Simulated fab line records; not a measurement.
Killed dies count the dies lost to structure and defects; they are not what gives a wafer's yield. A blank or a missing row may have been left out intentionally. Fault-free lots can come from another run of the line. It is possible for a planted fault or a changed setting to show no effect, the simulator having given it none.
fab line records    flow nand-harc    part 1 of 2: steps 1 to 30 of 37
record lots=5  wafers=15  last-day=27
route steps=1159 shown A_ONON_D1@429 A_CHANNEL_HOLE_D1@450
lots that met no fault: taken from a fault-free run of the same line
start-h: hours from the record's first day to the start of the lot's first wafer shown    wait-h: hours elapsed since this lot's preceding step    " as in the row above    L1.1+2: a row that stands for several wafers    - value missing, or start not given    * or withheld: withheld    < > ~ a bound
route shown NAME@n: names a module that has steps shown in the file, with the first one's number in the route    usual: average and standard deviation across the fault-free wafers    same: alike in all rows    chamber/n: place in a boat    sites: the reading at each site    _std_site: the standard deviation of these    _edge_site: inner sites' mean taken away from outer sites' mean    radius-mm: how far each site lies from the wafer's centre    mask NAME#n: copy n    behind: the most recent tool/chamber to have shaped the wafer    hold: reason for holding the lot/hours on hold/outcome of the hold    device: names the non-switching transistor (n, p or np)    end of line: at the end of the route, the tests of the same wafers    step lacking rows: just its recipe    killed: not the wafer's yield, but the dies lost to structure and defects at the first sort    map: a wafer's dies, marking killed ones x, the rest . and places with no die _
set.NAME: setting as actually run; set.NAME@STEP: the setting as run at that earlier step    model.NAME: the simulator's own value behind a step, which no gauge read
certain route steps with their lots: each step a table, each wafer a row
services: a tool's chamber out of use, with start hour (start-h, from the record's first day; less than 0 if before it), hours out, and reason
## steps
# step NHARC_A_ONON_D1_THK_MEAS_08
# recipe thk-meas-gauge=ellipsometry
# usual thk-nm=998/7.7
lot.wafer  tool           chamber  start-h  wait-h  thk-nm
L084.1     film-metro-02  -        238.07   -       997
L084.3     "              -        "        "       997
L084.6     "              -        "        "       997
L085.3     film-metro-01  -        244.12   -       1006
L085.4     "              -        "        "       1007
L085.5     "              -        "        "       1005
L087.3     film-metro-02  -        244.13   -       997
L087.4     "              -        "        "       997
L087.5     "              -        "        "       998
L086.2     film-metro-01  -        244.47   -       1003
L086.4     "              -        "        "       1002
L086.6     "              -        "        "       1004
L094.2     film-metro-02  -        272.88   -       993
L094.4     "              -        "        "       993
L094.5     "              -        "        "       995
# step NHARC_A_ONON_D1_DEP_09
# recipe target-thk-a=10000  n2-flow-sccm=2750  n2o-flow-sccm=2000  nh3-flow-sccm=500  sih4-flow-sccm=210  temp-c=400
# usual nh3-flow-sccm=499.8/1.4
lot.wafer  tool           chamber  start-h  wait-h  nh3-flow-sccm
L084.1     pecvd-onon-03  0        238.13   0.1     500.7
L084.3     "              0        "        "       501.2
L084.6     "              0        "        "       501.2
L085.3     pecvd-onon-02  0        244.79   0.7     499.5
L085.4     "              0        "        "       499.1
L085.5     "              0        "        "       495.6
L086.2     pecvd-onon-02  0        245.08   0.6     498.8
L086.4     "              0        "        "       500.6
L086.6     "              0        "        "       500.2
L087.3     pecvd-onon-03  0        245.13   1.0     501.6
L087.4     "              0        "        "       500.7
L087.5     "              0        "        "       502.0
L094.2     pecvd-onon-02  0        273.00   0.1     501.0
L094.4     "              0        "        "       501.1
L094.5     "              0        "        "       500.3
# step NHARC_A_ONON_D1_THK_MEAS_11
# recipe thk-meas-gauge=ellipsometry
# usual thk-nm=1002/8.1
lot.wafer  tool           chamber  start-h  wait-h  thk-nm
L084.1     film-metro-02  -        238.66   -       995
L084.3     "              -        "        "       993
L084.6     "              -        "        "       997
L085.3     film-metro-01  -        245.21   -       1000
L085.4     "              -        "        "       1000
L085.5     "              -        "        "       1000
L087.3     film-metro-02  -        245.52   -       994
L087.4     "              -        "        "       994
L087.5     "              -        "        "       994
L086.2     film-metro-01  -        245.54   -       1006
L086.4     "              -        "        "       1008
L086.6     "              -        "        "       1009
L094.2     film-metro-02  -        273.45   -       1001
L094.4     "              -        "        "       1000
L094.5     "              -        "        "       999
# step NHARC_A_ONON_D1_DEP_12
# recipe target-thk-a=10000  n2-flow-sccm=2750  n2o-flow-sccm=2000  nh3-flow-sccm=500  sih4-flow-sccm=210  temp-c=400
# usual nh3-flow-sccm=500.1/1.4
lot.wafer  tool           chamber  start-h  wait-h  nh3-flow-sccm
L084.1     pecvd-onon-02  0        238.72   0.1     498.4
L084.3     "              0        "        "       499.9
L084.6     "              0        "        "       498.6
L085.3     pecvd-onon-03  0        245.83   0.6     503.2
L085.4     "              0        "        "       499.5
L085.5     "              0        "        "       502.1
L087.3     pecvd-onon-02  0        245.85   0.3     498.4
L087.4     "              0        "        "       499.1
L087.5     "              0        "        "       502.4
L086.2     pecvd-onon-03  0        246.12   0.6     499.0
L086.4     "              0        "        "       500.6
L086.6     "              0        "        "       500.2
L094.2     pecvd-onon-03  0        273.56   0.1     498.4
L094.4     "              0        "        "       501.3
L094.5     "              0        "        "       499.7
# step NHARC_A_ONON_D1_THK_MEAS_14
# recipe thk-meas-gauge=ellipsometry
# usual thk-nm=1000/10
lot.wafer  tool           chamber  start-h  wait-h  thk-nm
L084.1     film-metro-01  -        239.23   -       1012
L084.3     "              -        "        "       1009
L084.6     "              -        "        "       1009
L085.3     film-metro-01  -        246.22   -       989
L085.4     "              -        "        "       991
L085.5     "              -        "        "       991
L087.3     film-metro-01  -        246.24   -       995
L087.4     "              -        "        "       994
L087.5     "              -        "        "       995
L086.2     film-metro-02  -        246.57   -       1012
L086.4     "              -        "        "       1010
L086.6     "              -        "        "       1011
L094.2     film-metro-01  -        274.01   -       982
L094.4     "              -        "        "       984
L094.5     "              -        "        "       984
# step NHARC_A_ONON_D1_ANNEAL_15
# recipe temp-c=750  time-s=3600
# usual tube_center_temp_C_max=751.9/0.31  zone-power-lower-pct=11.8/0.71
lot.wafer  tool        chamber  start-h  wait-h  tube_center_temp_C_max  zone-power-lower-pct
L084.1     furnace-06  0        243.99   4.8     751.7                   12.4
L084.3     "           0        "        "       751.8                   12.0
L084.6     "           0        "        "       752.2                   12.2
L085.3     furnace-03  0        248.93   2.7     751.5                   11.5
L085.4     "           0        "        "       751.4                   11.3
L085.5     "           0        "        "       752.4                   11.3
L086.2     furnace-03  0        248.93   2.4     751.6                   11.5
L086.4     "           0        "        "       752.1                   11.4
L086.6     "           0        "        "       751.5                   11.3
L087.3     furnace-03  0        248.93   2.7     751.5                   11.5
L087.4     "           0        "        "       751.9                   11.4
L087.5     "           0        "        "       751.8                   11.3
L094.2     furnace-07  0        278.75   4.7     751.5                   13.5
L094.4     "           0        "        "       752.1                   13.2
L094.5     "           0        "        "       752.6                   13.3
# step NHARC_A_ONON_D1_DEP_16
# recipe target-thk-a=10000  n2-flow-sccm=2750  n2o-flow-sccm=2000  nh3-flow-sccm=500  sih4-flow-sccm=210  temp-c=400
# usual nh3-flow-sccm=500.3/1.5
lot.wafer  tool           chamber  start-h  wait-h  nh3-flow-sccm
L084.1     pecvd-onon-03  0        247.82   0.1     501.5
L084.3     "              0        "        "       500.7
L084.6     "              0        "        "       499.7
L087.3     pecvd-onon-04  0        252.97   0.2     497.2
L087.4     "              0        "        "       499.7
L087.5     "              0        "        "       499.0
L086.2     pecvd-onon-02  0        253.14   0.4     500.0
L086.4     "              0        "        "       503.9
L086.6     "              0        "        "       502.3
L085.3     pecvd-onon-03  0        253.18   0.4     501.6
L085.4     "              0        "        "       500.6
L085.5     "              0        "        "       502.2
L094.2     pecvd-onon-02  0        282.66   0.1     503.3
L094.4     "              0        "        "       500.5
L094.5     "              0        "        "       500.3
# step NHARC_A_ONON_D1_THK_MEAS_18
# recipe thk-meas-gauge=ellipsometry
# usual thk-nm=996/9.3
lot.wafer  tool           chamber  start-h  wait-h  thk-nm
L084.1     film-metro-01  -        248.33   -       1001
L084.3     "              -        "        "       1000
L084.6     "              -        "        "       1001
L087.3     film-metro-01  -        253.36   -       988
L087.4     "              -        "        "       988
L087.5     "              -        "        "       987
L085.3     film-metro-02  -        253.58   -       995
L085.4     "              -        "        "       994
L085.5     "              -        "        "       996
L086.2     film-metro-01  -        253.59   -       980
L086.4     "              -        "        "       981
L086.6     "              -        "        "       980
L094.2     film-metro-01  -        283.12   -       974
L094.4     "              -        "        "       977
L094.5     "              -        "        "       976
# step NHARC_A_ONON_D1_DEP_19
# recipe target-thk-a=10000  n2-flow-sccm=2750  n2o-flow-sccm=2000  nh3-flow-sccm=500  sih4-flow-sccm=210  temp-c=400
# usual nh3-flow-sccm=500.1/1.4
lot.wafer  tool           chamber  start-h  wait-h  nh3-flow-sccm
L084.1     pecvd-onon-03  0        248.38   0.1     500.7
L084.3     "              0        "        "       499.2
L084.6     "              0        "        "       498.7
L087.3     pecvd-onon-03  0        253.53   0.2     503.0
L087.4     "              0        "        "       502.9
L087.5     "              0        "        "       501.9
L086.2     pecvd-onon-04  0        253.71   0.1     499.8
L086.4     "              0        "        "       498.2
L086.6     "              0        "        "       497.4
L085.3     pecvd-onon-02  0        253.75   0.2     503.4
L085.4     "              0        "        "       502.3
L085.5     "              0        "        "       502.3
L094.2     pecvd-onon-03  0        283.23   0.1     500.1
L094.4     "              0        "        "       500.4
L094.5     "              0        "        "       499.9
# step NHARC_A_ONON_D1_THK_MEAS_21
# recipe thk-meas-gauge=ellipsometry
# usual thk-nm=1001/11
lot.wafer  tool           chamber  start-h  wait-h  thk-nm
L084.1     film-metro-01  -        248.89   -       1017
L084.3     "              -        "        "       1017
L084.6     "              -        "        "       1016
L087.3     film-metro-01  -        253.92   -       1008
L087.4     "              -        "        "       1008
L087.5     "              -        "        "       1007
L085.3     film-metro-01  -        254.15   -       983
L085.4     "              -        "        "       986
L085.5     "              -        "        "       984
L086.2     film-metro-02  -        254.16   -       1001
L086.4     "              -        "        "       1001
L086.6     "              -        "        "       1001
L094.2     film-metro-01  -        283.69   -       1002
L094.4     "              -        "        "       1004
L094.5     "              -        "        "       1003
# step NHARC_A_ONON_D1_DEP_22
# recipe target-thk-a=10000  n2-flow-sccm=2750  n2o-flow-sccm=2000  nh3-flow-sccm=500  sih4-flow-sccm=210  temp-c=400
# usual nh3-flow-sccm=499.9/1.4
lot.wafer  tool           chamber  start-h  wait-h  nh3-flow-sccm
L084.1     pecvd-onon-03  0        248.95   0.1     500.2
L084.3     "              0        "        "       498.0
L084.6     "              0        "        "       496.5
L087.3     pecvd-onon-03  0        254.09   0.2     499.0
L087.4     "              0        "        "       498.8
L087.5     "              0        "        "       498.4
L086.2     pecvd-onon-04  0        254.27   0.1     501.1
L086.4     "              0        "        "       501.7
L086.6     "              0        "        "       501.4
L085.3     pecvd-onon-02  0        254.32   0.2     503.3
L085.4     "              0        "        "       501.7
L085.5     "              0        "        "       499.7
L094.2     pecvd-onon-04  0        283.80   0.1     499.4
L094.4     "              0        "        "       500.4
L094.5     "              0        "        "       498.9
# step NHARC_A_ONON_D1_THK_MEAS_24
# recipe thk-meas-gauge=ellipsometry
# usual thk-nm=1000/14
lot.wafer  tool           chamber  start-h  wait-h  thk-nm
L084.1     film-metro-01  -        249.46   -       1011
L084.3     "              -        "        "       1012
L084.6     "              -        "        "       1012
L087.3     film-metro-02  -        254.49   -       1011
L087.4     "              -        "        "       1012
L087.5     "              -        "        "       1010
L085.3     film-metro-01  -        254.72   -       991
L085.4     "              -        "        "       993
L085.5     "              -        "        "       992
L086.2     film-metro-02  -        254.73   -       1018
L086.4     "              -        "        "       1017
L086.6     "              -        "        "       1017
L094.2     film-metro-02  -        284.26   -       981
L094.4     "              -        "        "       981
L094.5     "              -        "        "       979
# step NHARC_A_ONON_D1_DEP_25
# recipe target-thk-a=10000  n2-flow-sccm=2750  n2o-flow-sccm=2000  nh3-flow-sccm=500  sih4-flow-sccm=210  temp-c=400
# usual nh3-flow-sccm=499.9/1.4
lot.wafer  tool           chamber  start-h  wait-h  nh3-flow-sccm
L084.1     pecvd-onon-03  0        249.51   0.1     502.6
L084.3     "              0        "        "       502.1
L084.6     "              0        "        "       501.1
L087.3     pecvd-onon-03  0        254.66   0.2     501.1
L087.4     "              0        "        "       501.5
L087.5     "              0        "        "       502.5
L086.2     pecvd-onon-04  0        254.84   0.1     499.5
L086.4     "              0        "        "       498.8
L086.6     "              0        "        "       499.2
L085.3     pecvd-onon-02  0        254.88   0.2     499.7
L085.4     "              0        "        "       498.0
L085.5     "              0        "        "       498.6
L094.2     pecvd-onon-03  0        284.37   0.1     500.9
L094.4     "              0        "        "       497.7
L094.5     "              0        "        "       497.0
# step NHARC_A_ONON_D1_THK_MEAS_27
# recipe thk-meas-gauge=ellipsometry
# usual thk-nm=1001/9
lot.wafer  tool           chamber  start-h  wait-h  thk-nm
L084.1     film-metro-01  -        250.02   -       993
L084.3     "              -        "        "       991
L084.6     "              -        "        "       991
L087.3     film-metro-01  -        255.06   -       1003
L087.4     "              -        "        "       1003
L087.5     "              -        "        "       1002
L085.3     film-metro-01  -        255.28   -       1009
L085.4     "              -        "        "       1007
L085.5     "              -        "        "       1009
L086.2     film-metro-02  -        255.29   -       1004
L086.4     "              -        "        "       1002
L086.6     "              -        "        "       1002
L094.2     film-metro-01  -        284.83   -       1000
L094.4     "              -        "        "       999
L094.5     "              -        "        "       998
# step NHARC_A_ONON_D1_DEP_28
# recipe target-thk-a=10000  n2-flow-sccm=2750  n2o-flow-sccm=2000  nh3-flow-sccm=500  sih4-flow-sccm=210  temp-c=400
# usual nh3-flow-sccm=499.9/1.4
lot.wafer  tool           chamber  start-h  wait-h  nh3-flow-sccm
L084.1     pecvd-onon-04  0        250.08   0.1     502.0
L084.3     "              0        "        "       504.0
L084.6     "              0        "        "       500.8
L087.3     pecvd-onon-03  0        255.23   0.2     499.4
L087.4     "              0        "        "       498.9
L087.5     "              0        "        "       500.8
L086.2     pecvd-onon-04  0        255.41   0.1     498.4
L086.4     "              0        "        "       499.0
L086.6     "              0        "        "       500.4
L085.3     pecvd-onon-02  0        255.45   0.2     500.3
L085.4     "              0        "        "       501.8
L085.5     "              0        "        "       499.2
L094.2     pecvd-onon-04  0        284.94   0.1     497.7
L094.4     "              0        "        "       499.8
L094.5     "              0        "        "       499.2
# step NHARC_A_ONON_D1_THK_MEAS_30
# recipe thk-meas-gauge=ellipsometry
# usual thk-nm=998/10
lot.wafer  tool           chamber  start-h  wait-h  thk-nm
L084.1     film-metro-01  -        250.59   -       1001
L084.3     "              -        "        "       1003
L084.6     "              -        "        "       1002
L087.3     film-metro-02  -        255.63   -       995
L087.4     "              -        "        "       996
L087.5     "              -        "        "       993
L085.3     film-metro-02  -        255.86   -       999
L085.4     "              -        "        "       997
L085.5     "              -        "        "       998
L086.2     film-metro-01  -        255.86   -       988
L086.4     "              -        "        "       991
L086.6     "              -        "        "       988
L094.2     film-metro-01  -        285.39   -       1003
L094.4     "              -        "        "       1003
L094.5     "              -        "        "       1001
# step NHARC_A_ONON_D1_DEP_33
# recipe target-thk-a=2000  temp-c=400  pressure-torr=6.5  rf-w=900  teos-flow-sccm=161.4  flow-sccm=2650  target-thk-nm=200  gas=O2  material=SiO2
# usual heater-power-outer-w=291/65  heater-power-w=538/83  throttle-valve-pct=15.9/0.51
lot.wafer  tool      chamber  start-h  wait-h  heater-power-outer-w  heater-power-w  throttle-valve-pct
L084.1     pecvd-04  0        250.65   0.1     224                   442             15.6
L084.3     "         1        "        "       230                   470             15.7
L084.6     "         0        "        "       231                   460             15.7
L087.3     pecvd-01  1        255.68   0.1     256                   445             16.5
L087.5     "         1        "        "       275                   456             16.6
L087.4     "         2        "        "       439                   724             15.7
L086.2     pecvd-01  2        255.95   0.1     344                   590             15.8
L086.4     "         2        "        "       368                   606             15.9
L086.6     "         1        "        "       344                   543             16.7
L085.3     pecvd-03  0        256.01   0.1     326                   624             15.1
L085.4     "         1        "        "       300                   531             15.6
L085.5     "         2        "        "       254                   521             15.4
L094.2     pecvd-04  2        285.54   0.1     250                   468             16.5
L094.4     "         1        "        "       190                   402             15.6
L094.5     "         2        "        "       262                   482             16.3
# step NHARC_A_ONON_D1_THK_MEAS_34
# recipe thk-meas-gauge=ellipsometry
# usual thk-nm=200.4/2.9
lot.wafer  tool           chamber  start-h  wait-h  thk-nm
L084.1     film-metro-01  -        251.06   -       201.8
L084.3     "              -        "        "       200.2
L084.6     "              -        "        "       201.0
L087.3     film-metro-02  -        256.09   -       198.2
L087.4     "              -        "        "       198.8
L087.5     "              -        "        "       199.2
L085.3     film-metro-02  -        256.33   -       199.2
L085.4     "              -        "        "       202.3
L085.5     "              -        "        "       200.8
L086.2     film-metro-01  -        256.36   -       196.0
L086.4     "              -        "        "       196.7
L086.6     "              -        "        "       200.5
L094.2     film-metro-01  -        285.87   -       201.9
L094.4     "              -        "        "       202.8
L094.5     "              -        "        "       202.7
# step NHARC_A_ONON_D1_INSPECT_32
# usual raw-defect-count=70/24
lot.wafer  tool               chamber  start-h  wait-h  raw-defect-count
L084.1     defect-inspect-01  -        251.15   0.0     26
L084.3     "                  -        "        "       54
L084.6     "                  -        "        "       48
L087.3     defect-inspect-01  -        256.15   0.0     51
L087.4     "                  -        "        "       70
L087.5     "                  -        "        "       104
L085.3     defect-inspect-02  -        256.39   0.0     64
L085.4     "                  -        "        "       75
L085.5     "                  -        "        "       86
L086.2     defect-inspect-01  -        256.45   0.0     52
L086.4     "                  -        "        "       79
L086.6     "                  -        "        "       65
L094.2     defect-inspect-02  -        285.93   0.0     69
L094.4     "                  -        "        "       72
L094.5     "                  -        "        "       66
# step NHARC_A_CHANNEL_HOLE_D1_DEP_00
# recipe target-thk-a=31000  temp-c=400  material=aC
# usual throttle-valve-pct=35.000/0.0087
lot.wafer  tool        chamber  start-h  wait-h  throttle-valve-pct
L084.1     acl-dep-02  0        251.21   0.1     35.015
L084.3     "           0        "        "       35.015
L084.6     "           0        "        "       34.992
L087.3     acl-dep-01  0        256.86   0.7     34.997
L087.4     "           0        "        "       35.007
L087.5     "           0        "        "       35.002
L085.3     acl-dep-03  0        257.10   0.7     35.014
L085.4     "           0        "        "       35.004
L085.5     "           0        "        "       34.994
L086.2     acl-dep-02  0        257.50   1.1     35.008
L086.4     "           0        "        "       35.017
L086.6     "           0        "        "       35.008
L094.2     acl-dep-01  0        286.70   0.8     35.002
L094.4     "           0        "        "       34.991
L094.5     "           0        "        "       34.999
# step NHARC_A_CHANNEL_HOLE_D1_DEP_01
# recipe target-thk-a=1400  target-thk-nm=140  temp-c=400  pressure-torr=3.5  flow-sccm=200  rf-w=350  material=SiON
# usual heater-power-outer-w=459/60  heater-power-w=762/76
lot.wafer  tool      chamber  start-h  wait-h  heater-power-outer-w  heater-power-w
L084.3     pecvd-03  2        253.17   1.0     425                   753
L084.1     "         0        "        "       431                   758
L084.6     "         1        "        "       526                   835
L087.3     pecvd-02  1        258.17   1.0     543                   798
L087.5     "         1        "        "       543                   808
L087.4     "         0        "        "       438                   712
L085.3     pecvd-04  1        258.39   1.0     394                   663
L085.4     "         2        "        "       415                   669
L085.5     "         0        "        "       371                   643
L086.2     pecvd-03  2        259.14   1.3     418                   784
L086.6     "         1        "        "       485                   768
L086.4     "         2        "        "       426                   770
L094.2     pecvd-02  0        288.30   1.3     420                   702
L094.5     "         1        "        "       465                   702
L094.4     "         2        "        "       581                   843
# step NHARC_A_CHANNEL_HOLE_D1_DEHYDRATE_02
# recipe temp-c=150  time-s=120
lot.wafer   tool            chamber  start-h  wait-h
L084.1+3+6  litho-track-06  0        253.41   0.2
L087.3+4+5  litho-track-04  0        258.44   0.2
L085.3+4+5  litho-track-06  0        258.66   0.2
L086.2+4+6  litho-track-06  0        259.38   0.2
L094.2+4+5  litho-track-01  0        288.57   0.2
# step NHARC_A_CHANNEL_HOLE_D1_HMDS_03
# recipe time-s=30
lot.wafer   tool            chamber  start-h  wait-h
L084.1+3+6  litho-track-06  0        -        -
L087.3+4+5  litho-track-04  0        -        -
L085.3+4+5  litho-track-06  0        -        -
L086.2+4+6  litho-track-06  0        -        -
L094.2+4+5  litho-track-01  0        -        -
# step NHARC_A_CHANNEL_HOLE_D1_COAT_36
# recipe temp-c=260  time-s=75
lot.wafer   tool            chamber  start-h  wait-h
L084.1+3+6  litho-track-06  0        -        -
L087.3+4+5  litho-track-04  0        -        -
L085.3+4+5  litho-track-06  0        -        -
L086.2+4+6  litho-track-06  0        -        -
L094.2+4+5  litho-track-01  0        -        -
# step NHARC_A_CHANNEL_HOLE_D1_COAT_37
# recipe temp-c=225  time-s=65
lot.wafer   tool            chamber  start-h  wait-h
L084.1+3+6  litho-track-06  0        -        -
L087.3+4+5  litho-track-04  0        -        -
L085.3+4+5  litho-track-06  0        -        -
L086.2+4+6  litho-track-06  0        -        -
L094.2+4+5  litho-track-01  0        -        -
# step NHARC_A_CHANNEL_HOLE_D1_COAT_04
# recipe spin-rpm=1500  resist-thk-nm=90
lot.wafer   tool            chamber  start-h  wait-h
L084.1+3+6  litho-track-06  0        -        -
L087.3+4+5  litho-track-04  0        -        -
L085.3+4+5  litho-track-06  0        -        -
L086.2+4+6  litho-track-06  0        -        -
L094.2+4+5  litho-track-01  0        -        -
# step NHARC_A_CHANNEL_HOLE_D1_SOFTBAKE_05
# recipe temp-c=105  time-s=55
lot.wafer   tool            chamber  start-h  wait-h
L084.1+3+6  litho-track-06  0        -        -
L087.3+4+5  litho-track-04  0        -        -
L085.3+4+5  litho-track-06  0        -        -
L086.2+4+6  litho-track-06  0        -        -
L094.2+4+5  litho-track-01  0        -        -
# step NHARC_A_CHANNEL_HOLE_D1_EBR_06
lot.wafer   tool            chamber  start-h  wait-h
L084.1+3+6  litho-track-06  0        -        -
L087.3+4+5  litho-track-04  0        -        -
L085.3+4+5  litho-track-06  0        -        -
L086.2+4+6  litho-track-06  0        -        -
L094.2+4+5  litho-track-01  0        -        -
# step NHARC_A_CHANNEL_HOLE_D1_EXPOSE_07
# recipe na=1.35  target-cd-nm=100  sigma-outer=0.3  dose-mj=59.65  mask-id=HOLE_D1
# usual focus-offset-nm=0.0/0.5  stage-vel-mm-s=499.97/0.25
lot.wafer  tool             chamber  start-h  wait-h  mask       focus-offset-nm  stage-vel-mm-s
L084.1     arfi-scanner-01  0        253.72   -       HOLE_D1#0  -0.6             500.32
L084.3     "                0        "        "       HOLE_D1#0  -0.3             500.21
L084.6     "                0        "        "       HOLE_D1#0  -0.2             500.28
L087.3     arfi-scanner-01  0        258.76   -       HOLE_D1#0  -1.0             499.89
L087.4     "                0        "        "       HOLE_D1#0  0.7              499.63
L087.5     "                0        "        "       HOLE_D1#0  -0.7             500.08
L085.3     arfi-scanner-03  0        258.98   -       HOLE_D1#0  0.0              500.17
L085.4     "                0        "        "       HOLE_D1#0  -0.2             500.00
L085.5     "                0        "        "       HOLE_D1#0  -0.4             500.26
L086.2     arfi-scanner-01  0        259.70   -       HOLE_D1#0  0.0              500.22
L086.4     "                0        "        "       HOLE_D1#0  0.3              499.83
L086.6     "                0        "        "       HOLE_D1#0  0.5              500.01
L094.2     arfi-scanner-03  0        288.89   -       HOLE_D1#0  0.0              500.24
L094.4     "                0        "        "       HOLE_D1#0  0.7              499.85
L094.5     "                0        "        "       HOLE_D1#0  0.9              499.82
# step NHARC_A_CHANNEL_HOLE_D1_PEB_08
# recipe peb-temp-c=100  peb-time-s=65
lot.wafer   tool            chamber  start-h  wait-h
L084.1+3+6  litho-track-01  0        253.78   0.1
L087.3+4+5  litho-track-01  0        258.81   0.0
L085.3+4+5  litho-track-04  0        259.04   0.1
L086.2+4+6  litho-track-04  0        259.75   0.1
L094.2+4+5  litho-track-06  0        288.95   0.1
